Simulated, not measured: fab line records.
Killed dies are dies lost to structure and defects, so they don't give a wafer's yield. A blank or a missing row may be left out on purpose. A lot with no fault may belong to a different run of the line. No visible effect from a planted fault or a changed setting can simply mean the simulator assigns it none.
Matching of chambers || flow n5Finfet || N5_BEOL_M7_ILD_DEP_00 on pecvd-04 has 3 sister chambers
The step deposits SiCOH lowk from DEMS/porogen, target thk 179.75 nm, time 33.4 s. 6 wafers are shown with their chamber, then 7 later ones without.

== WAFERS, EACH WITH ITS CHAMBER ==
{"wafer": "L086.3", "chamber": 2, "throttleValvePct (%)": 12.8, "heaterPowerW (W)": 288}
{"wafer": "L091.3", "chamber": 0, "throttleValvePct (%)": 14.6, "heaterPowerW (W)": 332}
{"wafer": "L091.4", "chamber": 1, "throttleValvePct (%)": 13.9, "heaterPowerW (W)": 357}
{"wafer": "L091.6", "chamber": 0, "throttleValvePct (%)": 14.2, "heaterPowerW (W)": 323}
{"wafer": "L093.3", "chamber": 2, "throttleValvePct (%)": 12.9, "heaterPowerW (W)": 300}
{"wafer": "L093.4", "chamber": 1, "throttleValvePct (%)": 13.5, "heaterPowerW (W)": 363}

== WAFERS MISSING THEIR CHAMBER ==
{"wafer": "L093.6", "throttleValvePct (%)": 14.6, "heaterPowerW (W)": 370}
{"wafer": "L092.3", "throttleValvePct (%)": 14.6, "heaterPowerW (W)": 372}
{"wafer": "L092.4", "throttleValvePct (%)": 13.7, "heaterPowerW (W)": 311}
{"wafer": "L092.6", "throttleValvePct (%)": 13.0, "heaterPowerW (W)": 290}
{"wafer": "L097.1", "throttleValvePct (%)": 13.5, "heaterPowerW (W)": 324}
{"wafer": "L097.2", "throttleValvePct (%)": 13.0, "heaterPowerW (W)": 287}
{"wafer": "L097.3", "throttleValvePct (%)": 12.9, "heaterPowerW (W)": 285}

== WHICH CHAMBER EACH ONE RAN IN ==
{"wafer": "L093.6", "from the rows above": 1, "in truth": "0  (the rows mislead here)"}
{"wafer": "L092.3", "from the rows above": 1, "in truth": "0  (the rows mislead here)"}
{"wafer": "L092.4", "from the rows above": "can't be placed: 0 or 2", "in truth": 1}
{"wafer": "L092.6", "from the rows above": 2, "in truth": 2}
{"wafer": "L097.1", "from the rows above": "can't be placed: 0 or 2 or 1", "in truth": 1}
{"wafer": "L097.2", "from the rows above": 2, "in truth": 2}
{"wafer": "L097.3", "from the rows above": 2, "in truth": 2}
Correctly placed: 3 of 7. Can't be placed from these rows: 2 (the true chamber is among the candidates in 1). Number placed wrongly: 2.
How it was worked out, from the rows above alone: a wafer's distance from a chamber is the root of the sum, over the readings, of the square of ((its reading less the chamber's mean) divided by the reading's scatter). The wafer belongs to the nearest chamber; if the next one is less than 2 further off, it can't be placed. The mean given for a chamber averages the wafers shown for that chamber. The scatter is the square root of a quotient: the sum, over the shown wafers, of each reading's squared deviation from its chamber's mean, divided by wafers minus chambers.
